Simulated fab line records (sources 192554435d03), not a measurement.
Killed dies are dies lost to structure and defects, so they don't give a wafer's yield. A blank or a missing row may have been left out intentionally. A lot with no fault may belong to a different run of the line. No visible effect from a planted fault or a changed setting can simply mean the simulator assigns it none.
Which tool was responsible? ; flow n5_finfet ; Sampling: 8 lots, 24 wafers, 3 of 1938 route steps

## WHAT THE GAUGES READ, wafer by wafer
N5_BEOL_M3_CD_MEAS_18: pitch 36 nm, target cd 18 nm.
lot;measured;on;cd_nm (nm)
L077;day 8 09:22;cd_sem-02;17.50 17.78 17.73
L079;day 8 17:02;cd_sem-03;18.31 18.30 18.50
L082;day 8 23:52;cd_sem-03;17.65 18.22 17.82
L085;day 10 03:17;cd_sem-03;18.27 18.08 18.25
L088;day 12 11:50;cd_sem-03;17.92 17.83 17.72
L090;day 13 03:24;cd_sem-01;17.82 18.31 18.06
L093;day 13 04:23;cd_sem-02;18.12 18.61 17.86
L095;day 13 10:05;cd_sem-01;18.10 18.13 17.97

## WHAT TOOL EACH LOT RAN ON (gives the tool, then ch and the chambers of the sampled wafers, and finally the start)
lot;N5_BEOL_M3_ETCH_63;N5_BEOL_M3_STRIP_19
L077;rie_diel-04 ch 2,3, day 8 08:59;rie_diel-04 ch 0,2,3, day 8 09:17
L079;rie_diel-04 ch 0,2,3, day 8 16:38;rie_diel-02 ch 0,1,2, day 8 16:58
L082;rie_diel-01 ch 0,1,3, day 8 23:29;rie_diel-01 ch 1,2, day 8 23:48
L085;rie_diel-02 ch 0,1,3, day 10 02:55;rie_diel-01 ch 0,1,3, day 10 03:13
L088;rie_diel-01 ch 0,1,2, day 12 11:21;rie_diel-02 ch 0,1,2, day 12 11:46
L090;rie_diel-01 ch 0,2, day 13 02:59;rie_diel-04 ch 1,2, day 13 03:20
L093;rie_diel-01 ch 2,3, day 13 04:01;rie_diel-01 ch 0,2, day 13 04:19
L095;rie_diel-04 ch 0,2,3, day 13 09:40;rie_diel-04 ch 0,2, day 13 10:01
- N5_BEOL_M3_ETCH_63: etches SiARC in CF4, target depth 15.6 nm, time 26 s.
- N5_BEOL_M3_STRIP_19: strips in O2.

## THE ANSWER, worked out from the rows above alone
Rule: usual is defined by the lots themselves. Put in order of their means at a reading, lots are off if they are a third of the lots or fewer, leave a main group of 4 or more, and stand apart from it by a gap of 3 or more times the standard deviation of the main group's means; of several such gaps the widest counts. A main group is skipped when, at the precision printed for the reading in the tables above, its means are all equal. A lot without any number at a reading at which 4 lots or more have one is off too. All remaining lots with rows at the step are treated as sound.
Across all readings shown, no lot is off: no conclusion can be drawn from this.

## WHAT THE SIMULATOR HAD INSERTED
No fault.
